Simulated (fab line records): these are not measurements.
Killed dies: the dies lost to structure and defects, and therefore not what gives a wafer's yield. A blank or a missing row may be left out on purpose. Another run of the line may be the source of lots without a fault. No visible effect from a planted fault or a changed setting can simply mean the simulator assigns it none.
The tool behind it: which one? | flow nandHarc | 18 wafers from 6 lots sampled at 4 of the route's 1302 steps

WHAT EACH GAUGE READ, for each wafer
NHARC_END_SORT_01.
lot  | measured     | on        | killedOpen
L294 | day 30 06:54 | prober-02 | 0 2 3
L300 | day 32 18:13 | prober-01 | 3 2 2

WHICH TOOL RAN EACH LOT (tool, then ch and the chambers of the sampled wafers, then the start)
lot  | NHARC_A_WL_FILL_ALD_10          | NHARC_A_WL_FILL_ETCHBACK_26     | NHARC_A_CONTACT_DEP_24
L286 | aldHk-03 ch 2,3, day 21 22:45   | rieSi-03 ch 1,2, day 22 08:08   | pecvd-03 ch 0,1,2, day 22 09:30
L285 | aldHk-03 ch 1,2, day 22 04:14   | rieSi-02 ch 1,3, day 22 14:23   | pecvd-03 ch 0,1, day 22 15:38
L287 | aldHk-03 ch 0,1, day 23 05:18   | rieSi-02 ch 2,3, day 23 14:41   | pecvd-01 ch 0,1,2, day 23 15:55
L291 | aldHk-04 ch 0,1,2, day 25 13:22 | rieSi-06 ch 0,1,3, day 25 22:46 | pecvd-03 ch 0,1,2, day 26 00:03
L294 | aldHk-04 ch 1,2,3, day 26 02:30 | rieSi-02 ch 2,3, day 26 11:28   | pecvd-03 ch 0,1,2, day 26 12:42
L300 | aldHk-04 ch 0,1, day 28 15:24   | rieSi-06 ch 0,2, day 29 01:26   | pecvd-04 ch 0,1,2, day 29 03:16
- NHARC_A_WL_FILL_ALD_10: deposits SiO2, target thk 50 nm, pulse time 10 s, ald cycles 500.
- NHARC_A_WL_FILL_ETCHBACK_26: etches the open film in HBr, target depth 52 nm, time 13.3 s.
- NHARC_A_CONTACT_DEP_24: deposits SiO2, target thk 500 nm.

THE ANSWER, worked out from the rows above alone
Rule: usual is defined by the lots themselves. The widest of any qualifying gaps counts: lots, ordered by their means at a reading, are off when they make up no more than a third of the lots, leave a main group of 4 or more, and stand apart from it by 3 or more times the standard deviation of that group's means. A main group is skipped when, at the precision printed for the reading in the tables above, its means are all equal. Also off: a lot with no number at a reading for which 4 or more lots have one. Where the step has rows for the other lots, those lots are counted as sound.
No lot is off at any reading shown: from this, nothing can be told.

WHAT WAS PUT IN BY THE SIMULATOR
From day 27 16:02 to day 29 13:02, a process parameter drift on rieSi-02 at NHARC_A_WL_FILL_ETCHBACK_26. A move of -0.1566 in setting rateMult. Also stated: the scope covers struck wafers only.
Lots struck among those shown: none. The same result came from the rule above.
